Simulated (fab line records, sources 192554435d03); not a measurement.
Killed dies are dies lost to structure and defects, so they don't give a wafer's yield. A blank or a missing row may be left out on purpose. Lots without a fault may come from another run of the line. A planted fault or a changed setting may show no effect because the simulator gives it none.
Chamber matching | flow n5_finfet | N5_BEOL_M5_DESCUM_33 on rie_diel-03: 4 sister chambers
The step chemistry O2, time 7 s. 16 wafers are shown with their chamber, then 8 later ones without.

WAFERS WITH THEIR CHAMBER
wafer  | chamber | drypump_motor_current_A (A) | showerhead_plenum_p_Torr (Torr) | rf_vpp_V (V)
L076.1 | 1       | 6.1                         | 2.10                            | 244.5
L076.4 | 0       | 4.9                         | 2.01                            | 240.4
L076.6 | 2       | 6.2                         | 2.16                            | 244.0
L075.2 | 3       | 6.3                         | 2.06                            | 242.7
L075.4 | 1       | 6.0                         | 2.10                            | 243.4
L075.6 | 2       | 6.2                         | 2.16                            | 244.3
L078.2 | 2       | 6.1                         | 2.15                            | 244.2
L078.4 | 3       | 6.3                         | 2.06                            | 242.2
L078.6 | 1       | 6.0                         | 2.09                            | 244.1
L079.2 | 0       | 4.9                         | 2.01                            | 241.8
L079.3 | 3       | 6.3                         | 2.06                            | 242.0
L079.5 | 0       | 4.9                         | 2.01                            | 241.2
L085.2 | 2       | 6.1                         | 2.15                            | 244.3
L085.5 | 0       | 4.9                         | 2.01                            | 241.8
L085.6 | 1       | 6.0                         | 2.09                            | 244.1
L091.2 | 0       | 4.9                         | 2.00                            | 241.8

SIGNATURES (means of the wafers above)
reading                  | chamber 0 | chamber 1 | chamber 2 | chamber 3 | scatter within a chamber
drypump_motor_current_A  | 4.900     | 6.025     | 6.150     | 6.300     | 0.0382
showerhead_plenum_p_Torr | 2.0080    | 2.0950    | 2.1550    | 2.0600    | 0.00483
rf_vpp_V                 | 241.400   | 244.025   | 244.200   | 242.300   | 0.453
Rule: a wafer's distance from a chamber is the root of the sum, over the readings, of the square of ((its reading less the chamber's mean) divided by the reading's scatter). The wafer belongs to the nearest chamber; if the next one is less than 2 further off, it can't be placed. The scatter: the root of (the sum of the squares of (reading less its chamber's mean) over the shown wafers, divided by (wafers less chambers)).

WAFERS WITHOUT THEIR CHAMBER
wafer  | drypump_motor_current_A (A) | showerhead_plenum_p_Torr (Torr) | rf_vpp_V (V)
L091.5 | 4.9                         | 2.00                            | 240.8
L091.6 | 6.3                         | 2.05                            | 241.9
L095.2 | 6.1                         | 2.14                            | 245.4
L095.5 | 4.9                         | 2.00                            | 241.3
L095.6 | 6.0                         | 2.08                            | 243.1
L094.3 | 6.0                         | 2.08                            | 241.1
L094.5 | 6.1                         | 2.14                            | 245.4
L094.6 | 6.1                         | 2.08                            | 243.3

WHICH CHAMBER EACH WENT THROUGH
wafer  | from the rows above | in truth
L091.5 | 0                   | 0
L091.6 | 3                   | 3
L095.2 | 2                   | 2
L095.5 | 0                   | 0
L095.6 | 1                   | 1
L094.3 | 1                   | 1
L094.5 | 2                   | 2
L094.6 | 1                   | 1
Placed correctly: 8 of 8. Can't be placed from these rows: 0. Placed wrongly: 0.
